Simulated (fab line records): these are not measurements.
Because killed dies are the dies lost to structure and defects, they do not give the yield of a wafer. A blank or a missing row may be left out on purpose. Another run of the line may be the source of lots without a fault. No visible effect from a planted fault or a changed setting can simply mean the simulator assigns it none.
Chamber matching + flow nand_harc + NHARC_P_M1_STRIP_18 on rie_diel-08: 4 sister chambers
The step strips in N2/H2. 8 wafers are shown with their chamber, then 11 later ones without.

== WAFERS, EACH WITH ITS CHAMBER ==
| wafer  | chamber | drypump_motor_current_A (A) | oes_product_au (a.u.) |
|--------|---------|-----------------------------|-----------------------|
| L079.4 | 0       | 5.8                         | 0.999                 |
| L079.5 | 2       | 6.2                         | 0.995                 |
| L083.5 | 0       | 5.8                         | 0.990                 |
| L089.4 | 1       | 5.4                         | 1.019                 |
| L093.3 | 3       | 6.4                         | 0.989                 |
| L093.5 | 3       | 6.4                         | 0.991                 |
| L093.6 | 2       | 6.2                         | 1.007                 |
| L094.2 | 1       | 5.3                         | 1.009                 |

== WAFERS WITH NO CHAMBER GIVEN ==
| wafer  | drypump_motor_current_A (A) | oes_product_au (a.u.) |
|--------|-----------------------------|-----------------------|
| L094.3 | 6.4                         | 0.985                 |
| L094.4 | 6.4                         | 0.992                 |
| L095.3 | 6.4                         | 0.988                 |
| L095.4 | 6.2                         | 1.013                 |
| L095.6 | 5.8                         | 1.002                 |
| L096.3 | 5.4                         | 1.010                 |
| L096.4 | 6.2                         | 0.996                 |
| L096.5 | 5.8                         | 1.008                 |
| L097.3 | 5.8                         | 1.003                 |
| L097.5 | 6.2                         | 0.996                 |
| L097.6 | 6.4                         | 0.989                 |

== WHICH CHAMBER EACH WENT THROUGH ==
| wafer  | from the rows above | in truth |
|--------|---------------------|----------|
| L094.3 | 3                   | 3        |
| L094.4 | 3                   | 3        |
| L095.3 | 3                   | 3        |
| L095.4 | 2                   | 2        |
| L095.6 | 0                   | 0        |
| L096.3 | 1                   | 1        |
| L096.4 | 2                   | 2        |
| L096.5 | 0                   | 0        |
| L097.3 | 0                   | 0        |
| L097.5 | 2                   | 2        |
| L097.6 | 3                   | 3        |
Correctly placed: 11 of 11. Number that these rows cannot place: 0. 0 placed wrongly.
How it was worked out, from the rows above alone: a wafer's distance from a chamber is the root of the sum, over the readings, of the square of ((its reading less the chamber's mean) divided by the reading's scatter). The wafer belongs to the nearest chamber; if the next one is less than 2 further off, it can't be placed. The mean given for a chamber averages the wafers shown for that chamber. The scatter: the root of (the sum of the squares of (reading less its chamber's mean) over the shown wafers, divided by (wafers less chambers)).
